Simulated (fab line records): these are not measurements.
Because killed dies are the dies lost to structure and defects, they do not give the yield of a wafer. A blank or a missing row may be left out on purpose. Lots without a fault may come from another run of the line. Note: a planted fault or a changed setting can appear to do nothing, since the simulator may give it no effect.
A lot that was struck, set against a sound lot / flow nand-harc / 26 out of 1159 route steps
Sound: the wafers L291.4, L291.5, L291.6. The struck wafers were L297.2, L297.5, L297.6. Last of all comes the cause.
For every step that has rows: the tool of each side, followed by ch and its chambers, followed by its first start. Under that, the readings that differ: sound wafers / struck wafers / difference of the means / sigmas: that difference in standard deviations of wafers without a fault.
alike: readings with means less than 2 such deviations apart, plus words and numbers identical on both sides. not compared: withheld readings, readings lacking a value on some wafer, bounds such as >300 that could conceal the same value, and numbers that have no deviation in the record and whose values overlap.
A row with sigmas, a row that says differs or no value, or rows on one side alone: a step with any of these is where the two part. When numbers do not overlap yet have no deviation, they are printed without sigmas and do not part them. A reading missing from all wafers of one side parts the sides only when that side holds two or more wafers.

first, 1 step without rows for these wafers: NHARC_P_M1_PRE_CLEAN_30 (time 30 s).
NHARC_P_M1_PVD_20: deposits TaN, target thk 5 nm, time 8.06 s.
  sound on pvd-sputter-02; struck on pvd-sputter-02
  alike: throttle-valve-pct
then, 2 steps without rows for these wafers: NHARC_P_M1_PVD_21 (deposits Cu, target thk 30 nm, time 20.49 s); NHARC_P_M1_ECD_22 (material Cu, target thk 400 nm).
NHARC_P_M1_ANNEAL_31: time 90 s.
  sound on rtp-anneal-02 ch 0, day 6 13:10; struck on rtp-anneal-01 ch 0, day 7 21:31
  alike: anneal-temp-c, wafer_temp_C_max
NHARC_P_M1_CMP_23: polishes, t overpolish 20 s, target thk 157.82 nm.
  sound on cmp-03 ch 1,2, day 6 13:21; struck on cmp-01 ch 0,1,2, day 7 21:53
  alike: motor-current-A, slurry-filter-dp-kPa, time-to-endpoint-s
NHARC_P_M1_THK_MEAS_24: measures by xrf.
  sound on film-metro-02 at day 6 13:40; struck on film-metro-01 at day 7 22:07
  alike: thk-nm
then, 1 step without rows for these wafers: NHARC_P_M1_SRD_25.
NHARC_P_M1_INSPECT_27:
  sound on defect-inspect-02 at day 6 13:49; struck on defect-inspect-01 at day 7 22:17
  alike: raw-defect-count
NHARC_P_M1_PRE_CLEAN_32: time 12 s.
  sound on pecvd-02 ch 0,1,2, day 6 13:55; struck on pecvd-03 ch 0,1,2, day 7 22:22
  alike: heater-power-w
NHARC_P_M1_DEP_33: deposits SiCN, target thk 30 nm.
  sound on pecvd-02 ch 0,1,2, day 6 14:05; struck on pecvd-03 ch 0,1,2, day 7 22:26
  alike: heater-power-w
NHARC_P_M2_DEP_00: deposits SiOC, target thk 182.5 nm.
  sound on pecvd-03 ch 0,1,2, day 6 14:31; struck on pecvd-04 ch 1,2, day 7 22:54
then, 9 steps without rows for these wafers: NHARC_P_M2_DEHYDRATE_01 (time 120 s); NHARC_P_M2_HMDS_02 (time 30 s); NHARC_P_M2_COAT_34 (time 65 s); NHARC_P_M2_COAT_03 (resist thk 90 nm); NHARC_P_M2_SOFTBAKE_04 (time 55 s); NHARC_P_M2_EBR_05; NHARC_P_M2_EXPOSE_06 (exposes mask P M2, target cd 170 nm); NHARC_P_M2_PEB_07 (peb time 65 s); NHARC_P_M2_DEVELOP_08 (develop time 35 s).
NHARC_P_M2_CD_MEAS_09: the cd target is 170 nm.
  sound on cd-sem-02 ch 0, day 6 15:13; struck on cd-sem-02 ch 0, day 7 23:41
  alike: cd-nm
NHARC_P_M2_OVL_MEAS_10: pitch 340 nm.
  sound on overlay-01 at day 6 15:18; struck on overlay-01 at day 7 23:46
reading=overlay-x-nm (nm); sound=0.1 -0.3 -0.4; struck=-1.8 -2.3 -1.5; difference=-1.7; sigmas=-2
  alike: overlay-y-nm
NHARC_P_M2_INSPECT_11:
  sound on defect-inspect-01 at day 6 15:20; struck on defect-inspect-02 at day 7 23:49
reading=raw-defect-count; sound=6 7 5; struck=397 338 377; difference=+365; sigmas=+99 or more
then, 1 step without rows for these wafers: NHARC_P_M2_DESCUM_14 (chemistry O2, time 3 s).
-- break in the record here, with 13 days between the starts of the struck wafers on either side (left off in module P_M2, picked up again in module END, where the first step shown is number 1159 on the route) --
NHARC_END_SORT_01:
  sound on prober-02 ch 0, day 20 12:56; struck on prober-02 ch 0, day 21 10:52
reading=defect-limited-yield (%); sound=96.3 96.0 95.9; struck=83.2 84.9 85.8; difference=-11.4; sigmas=-8
reading=killed-at-periphery; sound=6 1 6; struck=79 77 63; difference=+69; sigmas=+29
reading=killed-dies; sound=25 27 28; struck=114 102 96; difference=+77; sigmas=+8
reading=sort_bin_2_pct (%); sound=1.0 1.2 1.2; struck=6.5 6.2 6.4; difference=+5.2; sigmas=+9
reading=sort_bin_3_pct (%); sound=0.30 0.44 0.15; struck=3.25 2.95 1.77; difference=+2.36; sigmas=+10
reading=sort_bin_4_pct (%); sound=2.4 2.4 2.8; struck=7.1 5.9 6.1; difference=+3.8; sigmas=+4
reading=sort-n-pass; sound=652 650 649; struck=563 575 581; difference=-77; sigmas=-8
reading=sort-rim-yield-pct (%); sound=98.1 97.2 97.2; struck=87.7 90.6 90.6; difference=-7.9; sigmas=-3
reading=sort-yield-pct (%); sound=96.3 96.0 95.9; struck=83.2 84.9 85.8; difference=-11.4; sigmas=-8
  alike: killed-at-array, killed-at-other, killed-open, killed-short

== WHERE THEY PART ==
At NHARC_P_M2_OVL_MEAS_10 first; at NHARC_END_SORT_01 last (within this record only).

WHY: whatever the simulator had introduced
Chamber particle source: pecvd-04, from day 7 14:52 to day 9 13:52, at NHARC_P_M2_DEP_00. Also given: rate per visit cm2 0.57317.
